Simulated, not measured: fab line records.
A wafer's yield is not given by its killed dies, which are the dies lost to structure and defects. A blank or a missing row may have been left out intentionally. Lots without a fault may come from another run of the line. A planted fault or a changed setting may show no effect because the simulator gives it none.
A lot that was struck, set against a sound lot | flow nand-harc | 16 steps out of a route of 1159
Sound: the wafers L611.1, L611.5, L611.6. The struck wafers were L610.3, L610.4, L610.6. The cause is given at the end.
Order at every step that has rows: each side's tool, ch and its chambers, its first start. Under that, the readings that differ: sound wafers | struck wafers | difference of the means | sigmas: that difference in standard deviations of wafers without a fault.
alike: words and numbers the same on both sides, and readings whose means are apart by under 2 such deviations; not compared: readings that were withheld, readings missing a value for some wafer, numbers with overlapping values and no deviation given by the record, and bounds like >300 which may hide the same value.
A row with sigmas, a row that says differs or no value, or rows on one side alone: a step with any of these is where the two part. Non-overlapping numbers with no deviation appear without sigmas and do not part them. Lack of a reading on every wafer of one side parts them only where that side has two or more wafers.

NHARC_A_CONTACT_ETCH_139: etches the open film in C4F8/O2/Ar, time 137 s, target depth 590 nm.
  sound on har-cap-etch-03 ch 0,1, day 17 11:00; struck on har-cap-etch-01 ch 0,1, day 17 20:26
  not compared: rf-hours-counter-h
NHARC_A_CONTACT_ETCH_92: etches the open film in CH3F/O2, target depth 40 nm, time 85.7 s.
  sound on rie-diel-01 ch 0,1,2, day 17 11:24; struck on rie-diel-13 ch 0,1, day 17 20:45
  alike: drypump-motor-current-A, mfc-ar-sccm, o2-flow-sccm, oes-product-au, rf-vpp-V, showerhead-plenum-p-Torr, throttle-valve-pct
  not compared: rf-hours-counter-h
then, 1 step without rows for these wafers: NHARC_A_CONTACT_ETCH_98 (etches the open film in C4F6/O2, target depth 20 nm, time 10 s).
NHARC_A_CONTACT_CD_MEAS_15:
  sound: cd-sem-03 at day 17 11:35; struck: cd-sem-02 at day 17 21:01
  alike: cd-nm
then, 3 steps without rows for these wafers: NHARC_A_CONTACT_STRIP_107 (strips in N2/H2); NHARC_A_CONTACT_STRIP_108 (strips in CF4/CHF3); NHARC_A_CONTACT_STRIP_109 (strips in O2/COS).
NHARC_A_CONTACT_ETCH_110: etches the open film in CF4/O2, target depth 50 nm, overetch 5 nm, time 27.5 s.
  sound on rie-diel-01 ch 1,2, day 17 11:52; struck on rie-diel-13 ch 0,1,3, day 17 21:20
  alike: drypump-motor-current-A, mfc-ar-sccm, o2-flow-sccm, oes-product-au, rf-vpp-V, showerhead-plenum-p-Torr, throttle-valve-pct
  not compared: rf-hours-counter-h
then, 2 steps without rows for these wafers: NHARC_A_CONTACT_STRIP_26 (strips in O2); NHARC_A_CONTACT_STRIP_27 (strips in post etch residue remover, time 600 s).
NHARC_A_CONTACT_ALD_18: deposits TiN, target thk 3 nm, pulse time 1 s, ald cycles 150.
  sound on ald-metal-02 ch 0,2,3, day 17 12:35; struck on ald-metal-01 ch 0,1,2, day 17 22:03
  alike: heater-power-w, precursor-pulse-height-rel
NHARC_A_CONTACT_CVD_19: deposits W, target thk 300 nm, time 802 s.
  sound: cvd-w-02 ch 0,1; struck: cvd-w-01 ch 0,1
  reading            | sound          | struck         | difference | sigmas
  mfc-ar-sccm (sccm) | 1561 1562 1563 | 1550 1556 1550 | -10        | -2
  alike: heater-power-w, throttle-valve-pct
NHARC_A_CONTACT_CMP_20: polishes, t overpolish 30 s, target thk 300 nm.
  sound on cmp-02 ch 0,1,3, day 17 14:44; struck on cmp-04 ch 0,1, day 17 23:09
  no value came back on the struck wafers for edge-zone-pressure-frac, motor-current-A (A), overpolish-run-s (s), time-to-endpoint-s (s); on the sound wafers edge-zone-pressure-frac reads 1.003 1.003 0.996
following that, these wafers have no rows for 1 step: NHARC_A_CONTACT_SRD_22.
NHARC_A_CONTACT_INSPECT_23:
  sound: defect-inspect-01 at day 17 15:06; struck: defect-inspect-02 at day 17 23:33
  reading          | sound       | struck         | difference | sigmas
  raw-defect-count | 600 857 837 | 2508 2600 2505 | +1773      | +14
-- record jumps: 3 days between struck wafers' starts before vs after; left off in module A_CONTACT, resumes in module END, first step shown is number 1159 of the route --
NHARC_END_SORT_01:
  the record has rows for the struck wafers here (prober-02 ch 0, day 20 18:17) and none for the sound ones

WHERE THEY PART
First at NHARC_A_CONTACT_CVD_19; last, within this record, at NHARC_END_SORT_01.

WHY: whatever the simulator had introduced
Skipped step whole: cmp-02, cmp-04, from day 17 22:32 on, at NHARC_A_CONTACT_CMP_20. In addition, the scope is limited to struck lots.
